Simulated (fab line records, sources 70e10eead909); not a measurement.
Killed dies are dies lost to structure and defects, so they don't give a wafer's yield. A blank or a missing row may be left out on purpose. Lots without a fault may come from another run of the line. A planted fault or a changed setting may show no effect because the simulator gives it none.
fab line records | flow nand_harc
record lots=7 wafers=21 last_day=25
route steps=1159 shown A_M0@1021 A_M1@1026
lots that met no fault: from a run of the same line without faults
start_h: hours from the record's first day to the start of the lot's first wafer shown | wait_h: hours since the lot's step before | " the same as in the row above | L1.1+2: a row that stands for several wafers | - no value, or no start given | * or withheld: withheld | < > ~ a bound
route shown NAME@n: a module of which the file shows steps, and the number in the route of the first | usual: mean/standard deviation of fault-free wafers | same: alike in all rows | chamber/n: place in a boat | sites: the reading at each site | _std_site: their standard deviation | _edge_site: outer sites' mean less inner sites' | radius_mm: how far each site lies from the wafer's centre | mask NAME#n: copy n | behind: the tool/chamber that last shaped the wafer | hold: why the lot was held/for how many hours/how that ended | device: the transistor (n, p or np) that didn't switch | end of line: the same wafers' tests at the end of the route | a step without rows: its recipe alone | killed: dies lost to structure and defects at the first sort, not the wafer's yield | map: a wafer's dies, x killed, . not, _ none there
set.NAME: the setting as run; set.NAME@STEP: as run at that earlier step | model.NAME: the simulator's own value behind a step, which no gauge read
lots at some steps of the route; a table a step, a row a wafer
services: from which hour (start_h, from the record's first day; less than 0 if before it) a tool's chamber was out of use, for how many hours, and why
## steps
# step NHARC_A_M0_SRD_25
# step NHARC_A_M0_INSPECT_27
# usual raw_defect_count=451/140
# columns lot.wafer tool chamber start_h wait_h raw_defect_count
L835.1 defect_inspect-01 - 461.00 0.0 877
L835.5 " - " " 558
L835.6 " - " " 487
L836.1 defect_inspect-01 - 473.13 0.0 566
L836.4 " - " " 466
L836.5 " - " " 341
L841.1 defect_inspect-01 - 530.13 0.0 511
L841.4 " - " " 443
L841.6 " - " " 392
L846.1 defect_inspect-01 - 542.30 0.0 595
L846.3 " - " " 506
L846.6 " - " " 523
L844.3 defect_inspect-01 - 547.69 0.0 371
L844.4 " - " " 378
L844.6 " - " " 434
L849.2 defect_inspect-01 - 548.04 0.0 290
L849.3 " - " " 245
L849.6 " - " " 324
L850.3 defect_inspect-01 - 564.10 0.0 472
L850.5 " - " " 324
L850.6 " - " " 397
# step NHARC_A_M0_PRE_CLEAN_31
# recipe time_s=12 temp_c=370 rf_power_w=300 gas=NH3
# usual heater_power_w=671/86
# columns lot.wafer tool chamber start_h wait_h heater_power_w
L835.1 pecvd-04 2 461.07 0.1 621
L835.5 " 0 " " 535
L835.6 " 1 " " 597
L836.1 pecvd-04 0 473.23 0.1 587
L836.4 " 2 " " 647
L836.5 " 1 " " 529
L841.1 pecvd-04 1 530.23 0.1 556
L841.6 " 1 " " 555
L841.4 " 2 " " 696
L846.1 pecvd-01 0 542.38 0.1 698
L846.3 " 1 " " 691
L846.6 " 0 " " 663
L844.3 pecvd-04 2 547.77 0.1 586
L844.4 " 2 " " 584
L844.6 " 1 " " 537
L849.2 pecvd-01 1 548.11 0.1 702
L849.3 " 2 " " 761
L849.6 " 2 " " 752
L850.3 pecvd-01 2 564.19 0.1 614
L850.6 " 0 " " 793
L850.5 " 2 " " 631
# step NHARC_A_M0_DEP_32
# recipe target_thk_a=300 temp_c=370 target_thk_nm=30 pressure_torr=3 flow_sccm=200 rf_w=450 material=SiCN
# usual heater_power_w=625/82
# columns lot.wafer tool chamber start_h wait_h heater_power_w
L835.1 pecvd-04 2 461.15 0.1 653
L835.5 " 0 " " 453
L835.6 " 1 " " 461
L836.1 pecvd-04 0 473.34 0.1 466
L836.4 " 2 " " 638
L836.5 " 1 " " 445
L841.1 pecvd-04 1 530.34 0.1 535
L841.6 " 1 " " 510
L841.4 " 2 " " 541
L846.1 pecvd-01 0 542.49 0.1 609
L846.3 " 1 " " 548
L846.6 " 0 " " 594
L844.3 pecvd-04 2 547.85 0.1 611
L844.4 " 2 " " 597
L844.6 " 1 " " 485
L849.2 pecvd-01 1 548.19 0.1 570
L849.3 " 2 " " 628
L849.6 " 2 " " 622
L850.3 pecvd-01 2 564.33 0.1 607
L850.6 " 0 " " 689
L850.5 " 2 " " 622
# step NHARC_A_M1_DEP_00
# recipe target_thk_a=1825 target_thk_nm=182.5 temp_c=withheld pressure_torr=5 flow_sccm=200 rf_w=600 material=SiOC
# step NHARC_A_M1_DEHYDRATE_01
# recipe temp_c=150 time_s=120
# step NHARC_A_M1_HMDS_02
# recipe time_s=30
# step NHARC_A_M1_COAT_34
# recipe temp_c=200 time_s=65
# step NHARC_A_M1_COAT_03
# recipe spin_rpm=1500 resist_thk_nm=90
# step NHARC_A_M1_SOFTBAKE_04
# recipe temp_c=105 time_s=55
# step NHARC_A_M1_EBR_05
# step NHARC_A_M1_EXPOSE_06
# recipe na=1.35 target_cd_nm=120 dose_mj=75.13 mask_id=A_M1
# usual exposure_dose_mJ_cm2=75.10/0.073 focus_offset_nm=0.2/0.58
# columns lot.wafer tool chamber start_h wait_h mask exposure_dose_mJ_cm2 focus_offset_nm
L835.1 arfi_scanner-02 0 462.24 - A_M1#0 75.16 0.3
L835.5 " 0 " " A_M1#0 75.15 0.4
L835.6 " 0 " " A_M1#0 75.17 0.5
L836.1 arfi_scanner-01 0 474.38 - A_M1#0 75.02 -0.1
L836.4 " 0 " " A_M1#0 75.20 0.2
L836.5 " 0 " " A_M1#0 75.05 -0.1
L841.1 arfi_scanner-02 0 531.56 - A_M1#0 75.06 -0.3
L841.4 " 0 " " A_M1#0 75.20 0.8
L841.6 " 0 " " A_M1#0 75.19 0.5
L846.1 arfi_scanner-02 - 543.53 - A_M1#0 - -
L846.3 " - " " A_M1#0 - -
L846.6 " - " " A_M1#0 - -
L844.3 arfi_scanner-03 - 549.15 - A_M1#0 - -
L844.4 " - " " A_M1#0 - -
L844.6 " - " " A_M1#0 - -
L849.2 arfi_scanner-01 - 549.55 - A_M1#0 - -
L849.3 " - " " A_M1#0 - -
L849.6 " - " " A_M1#0 - -
L850.3 arfi_scanner-02 0 565.48 - A_M1#0 75.05 -0.3
L850.5 " 0 " " A_M1#0 75.13 -0.1
L850.6 " 0 " " A_M1#0 75.06 0.4
# step NHARC_A_M1_PEB_07
# recipe peb_temp_c=100 peb_time_s=65
## services
# columns tool chamber start_h hours kind
arfi_scanner-03 - 438.50 2.0 repair
arfi_scanner-03 0 441.72 - calibration
arfi_scanner-01 - 454.85 1.1 repair
arfi_scanner-01 - 471.41 2.1 repair
arfi_scanner-03 - 484.00 4.0 pm
arfi_scanner-03 - 510.94 4.9 repair
pecvd-04 2 512.59 11.9 repair
arfi_scanner-01 - 523.44 1.1 repair
arfi_scanner-01 - 527.11 1.3 repair
arfi_scanner-01 - 540.00 4.0 pm
arfi_scanner-01 - 550.40 36.2 repair
pecvd-04 - 557.26 13.0 pm
pecvd-04 0 557.26 13.0 vent_cycle
pecvd-04 1 557.26 13.0 vent_cycle
pecvd-04 2 557.26 13.0 vent_cycle
pecvd-01 2 564.57 2.8 repair
## key
first_sign step=NHARC_A_M1_EXPOSE_06 reading=tool_record direction=missing
effect none on later readings
met_at NHARC_A_M1_EXPOSE_06
struck_wafers L844.3,L844.4,L844.6,L846.1,L846.3,L846.6,L849.2,L849.3,L849.6
later_rows_left_out L844.3,L844.4,L844.6,L846.1,L846.3,L846.6,L849.2,L849.3,L849.6
sort_left_out L844.3,L844.4,L844.6,L846.1,L846.3,L846.6,L849.2,L849.3,L849.6
onset_between 531.56 543.53
fault kind=skipped_step_whole tool=arfi_scanner-01,arfi_scanner-02,arfi_scanner-03 chamber=- onset_h=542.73 steps=NHARC_A_M1_EXPOSE_06 scope=struck_lots_only
# sort_left_out: the simulated sort isn't trusted on such a fault, so these wafers' sort isn't shown, and their yield isn't known
# later_rows_left_out: the simulator's readings of these wafers behind a module that went badly wrong aren't trusted and aren't shown, but for the sort
